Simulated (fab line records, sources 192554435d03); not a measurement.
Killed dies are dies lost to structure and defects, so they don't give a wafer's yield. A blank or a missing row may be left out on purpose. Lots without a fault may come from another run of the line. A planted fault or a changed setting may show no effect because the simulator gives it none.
A struck lot beside a sound one | flow n5_finfet | 40 steps out of a route of 1938
Sound: wafers L218.2, L218.4, L218.6. Struck: wafer L225.1. (L225.4, L225.6 of the same lot were not struck and are left out.) The cause comes at the end.
At each step with rows: each side's tool, then ch and its chambers, then its first start. Under that, the readings that differ: sound wafers | struck wafers | difference of the means | sigmas: that difference in standard deviations of wafers without a fault.
alike: readings whose means differ by less than 2 such deviations, and words and numbers that are the same on both sides. not compared: withheld readings, readings that some wafer has no value for, bounds like >300 that may hide the same value, and numbers for which the record gives no deviation and whose values overlap.
The two part at a step that has a row with sigmas, a row that says differs or no value, or rows on one side only. Numbers that don't overlap but have no deviation are shown without sigmas and don't part them. A reading that every wafer of one side lacks parts them only if that side has two wafers or more.

N5_SDB_DESCUM_16: chemistry O2, time 7.9 s.
  sound on rie_diel-05 ch 0,1,2, day 3 22:16; struck on rie_diel-02 ch 2, day 5 20:38
  alike: drypump_motor_current_A, oes_product_au, rf_fwd_power_W, rf_vpp_V, showerhead_plenum_p_Torr, throttle_valve_pct
  not compared: rf_hours_counter_h
then, 4 steps without rows for these wafers: N5_SDB_ETCH_17 (etches SiARC in CF4, target depth 23.4 nm, time 39 s); N5_SDB_ETCH_18 (etches SOC in N2/H2, target depth 100 nm, overetch 20 nm, time 150 s); N5_SDB_STRIP_19 (strips in N2/H2); N5_SDB_STRIP_21 (strips in CF4).
N5_SDB_HM_OPEN_20: chemistry CH3F/O2, target SiNx, stops on poly-Si, target depth 24 nm.
  sound on rie_diel-05 ch 0,1,2, day 3 22:29; struck on rie_diel-02 ch 3, day 5 20:52
  reading               | sound          | struck | difference | sigmas
  oes_product_au (a.u.) | 0.59 0.58 0.61 | 0.71   | +0.12      | +2
  alike: drypump_motor_current_A, rf_fwd_power_W, rf_vpp_V, showerhead_plenum_p_Torr, throttle_valve_pct
  not compared: rf_hours_counter_h
then, 3 steps without rows for these wafers: N5_SDB_STRIP_22 (strips in N2/H2); N5_SDB_PRECLEAN_23 (cleans in dHF, time 30 s); N5_SDB_DUMMY_REMOVE_24 (chemistry TMAH, target poly-Si, stops on SiO2, target depth 142 nm, time 57 s, rinse time 30 s).
N5_SDB_ETCH_25: etches SiO2 in C4F6/O2, target depth 10 nm, time 3.3 s.
  sound on rie_diel-03 ch 2,3, day 3 22:47; struck on rie_diel-02 ch 2, day 5 21:10
  reading      | sound       | struck | difference | sigmas
  rf_vpp_V (V) | 648 648 649 | 695    | +47        | +3
  alike: drypump_motor_current_A, oes_product_au, rf_fwd_power_W, showerhead_plenum_p_Torr, throttle_valve_pct
  not compared: rf_hours_counter_h
N5_SDB_CUT_ETCH_26: etches Si in HBr/Cl2/O2, target depth 129.6 nm, bt time 20 s, time 51.8 s.
  sound on rie_si-01 ch 0,2,3, day 3 22:52; struck on rie_si-03 ch 0, day 5 21:15
  alike: drypump_motor_current_A, oes_product_au, throttle_valve_pct
  not compared: rf_fwd_power_W, rf_hours_counter_h
then, 1 step without rows for these wafers: N5_SDB_PRECLEAN_38 (cleans in dHF, time 10 s).
N5_SDB_PRECLEAN_39: cleans in O3/DIW, time 45 s.
  sound on wet_bench-01 ch 0,2,7, day 3 22:59; struck on wet_bench-03 ch 1, day 5 21:22
  alike: o3_ppm
then, 3 steps without rows for these wafers: N5_SDB_SRD_28 (time 30 s); N5_SDB_ALD_29 (deposits SiNx, target thk 30 nm, pulse time 1 s, ald cycles 600); N5_SDB_CMP_30 (polishes, stops on poly-Si, t overpolish 1.54 s, target thk 30 nm).
N5_SDB_THK_MEAS_31:
  sound on film_metro-02, day 4 02:13; struck on film_metro-02, day 6 00:55
  alike: SDB_THK
then, 10 steps without rows for these wafers: N5_DUMMY_REMOVAL_HM_STRIP_01 (strips SiNx in CH3F/O2, stops on poly-Si, target depth 4 nm, time 6.8 s); N5_DUMMY_REMOVAL_STRIP_10 (strips in N2/H2, time 40 s); N5_DUMMY_REMOVAL_PRECLEAN_07 (cleans in dHF, time 30 s); N5_DUMMY_REMOVAL_DUMMY_REMOVE_02 (chemistry TMAH, target poly-Si, stops on SiO2, target depth 142 nm, time 57 s, rinse time 30 s); N5_DUMMY_REMOVAL_PRECLEAN_08 (cleans in NF3:NH3, afs cycles 2, time 20 s, sublimation time 60 s); N5_DUMMY_REMOVAL_PRECLEAN_04 (cleans in DHF, time 37 s); N5_DUMMY_REMOVAL_SRD_05 (time 30 s); N5_HKMG_FIN_IL_REGROW_00 (material SiO2, chemistry O3, target thk 0.75 nm, time 30 s); N5_HKMG_FIN_HK_ALD_01 (deposits HfO2, target thk 1.6 nm, pulse time 3 s, purge time 3 s); N5_HKMG_FIN_HK_ANNEAL_02 (time 30 s).
N5_HKMG_FIN_ALD_74: deposits La2O3, target thk 0.5 nm, pulse time 6 s, co reactant pulse time 1 s.
  sound on ald_hk-03 ch 2,3, day 4 03:14; struck on ald_hk-03 ch 0, day 6 01:56
  alike: heater_power_w, precursor_pulse_height_rel
then, 9 steps without rows for these wafers: N5_HKMG_FIN_ALD_75 (deposits Al2O3, target thk 1 nm, co reactant pulse time 1 s); N5_HKMG_FIN_COAT_41 (time 60 s, resist thk 300 nm); N5_HKMG_FIN_COAT_42 (time 60 s, resist thk 35 nm); N5_HKMG_FIN_COAT_43 (resist thk 90 nm); N5_HKMG_FIN_EBR_45; N5_HKMG_FIN_SOFTBAKE_44 (time 60 s); N5_HKMG_FIN_EXPOSE_46 (exposes mask NDIPOLE); N5_HKMG_FIN_PEB_47 (peb time 60 s); N5_HKMG_FIN_DEVELOP_48 (develop time 30 s).
N5_HKMG_FIN_CD_MEAS_49: target cd 202 nm.
  sound on cd_sem-02 ch 0, day 4 03:46; struck on cd_sem-02 ch 0, day 6 02:22
  alike: cd_nm
N5_HKMG_FIN_OVL_MEAS_50:
  sound on overlay-01 ch 0, day 4 03:48; struck on overlay-01 ch 0, day 6 02:23
  alike: NDIPOLE_OVL
-- the record jumps here: 9 days lie between the struck wafers' starts before and after (it left off in module HKMG_FIN and takes up again in module PASSIVATION, whose first step shown is number 1936 of the route) --
N5_PASSIVATION_PROBE_49:
  the record has rows for the struck wafers here (prober-02, day 15 05:55) and none for the sound ones

WHERE THEY PART
First at N5_SDB_HM_OPEN_20; last, within this record, at N5_PASSIVATION_PROBE_49.

WHY: what the simulator had put in
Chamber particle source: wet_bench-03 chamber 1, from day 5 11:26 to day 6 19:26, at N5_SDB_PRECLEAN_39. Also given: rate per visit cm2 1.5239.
